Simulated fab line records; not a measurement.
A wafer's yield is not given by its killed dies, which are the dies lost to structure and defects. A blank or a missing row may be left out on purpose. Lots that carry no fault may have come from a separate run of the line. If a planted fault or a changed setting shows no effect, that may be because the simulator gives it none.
A single fault, viewed from 2 desks | flow nand harc | each desk has only its own numbers; what lay behind them comes last

THE DEFECT DESK
Counts from the inspections along the route, per lot, as means over the sampled wafers that have a number. Any lot whose mean is over 4 standard deviations away from the usual mean is out of limits and marked OUT; that distance is given in the brackets.
Columns: A = raw defect count at NHARC_A_M0_INSPECT_27, usual 525
lot  | first seen here | A
L398 | day 23 13:04    | 458
L396 | day 23 14:39    | 688
L395 | day 23 17:02    | 483
L397 | day 23 20:43    | 525
L400 | day 24 12:32    | 512
L399 | day 24 13:31    | 547
L401 | day 25 12:27    | 483
L403 | day 27 22:17    | 458
L409 | day 28 18:12    | 528
L417 | day 31 19:53    | 469
L416 | day 32 13:01    | 403
L418 | day 33 07:30    | 484
Result from this desk: across the 12 lots, nothing is out of limits.

AT THE TOOL OWNER'S DESK: ecd cu-01
The tool's own readings at NHARC_A_M0_ECD_22 (material Cu, target thk 400 nm): means of the sampled wafers that have a number, for each lot that ran on this tool. Any lot whose mean is over 4 standard deviations away from the usual mean is out of limits and marked OUT; that distance is given in the brackets.
Columns: A = bath temp c at NHARC_A_M0_ECD_22, usual 24.98 C
lot  | first seen here | A
L398 | day 23 11:43    | 24.97
L399 | day 24 12:19    | 25.08
L409 | day 28 16:57    | 25.05
L418 | day 33 06:25    | 24.97
Result from this desk: across the 4 lots, nothing is out of limits.

PUT TOGETHER
No out-of-limits result turned up at the defect desk.
The tool owner's desk saw nothing out of limits.

WHAT HAD BEEN PUT IN BY THE SIMULATOR
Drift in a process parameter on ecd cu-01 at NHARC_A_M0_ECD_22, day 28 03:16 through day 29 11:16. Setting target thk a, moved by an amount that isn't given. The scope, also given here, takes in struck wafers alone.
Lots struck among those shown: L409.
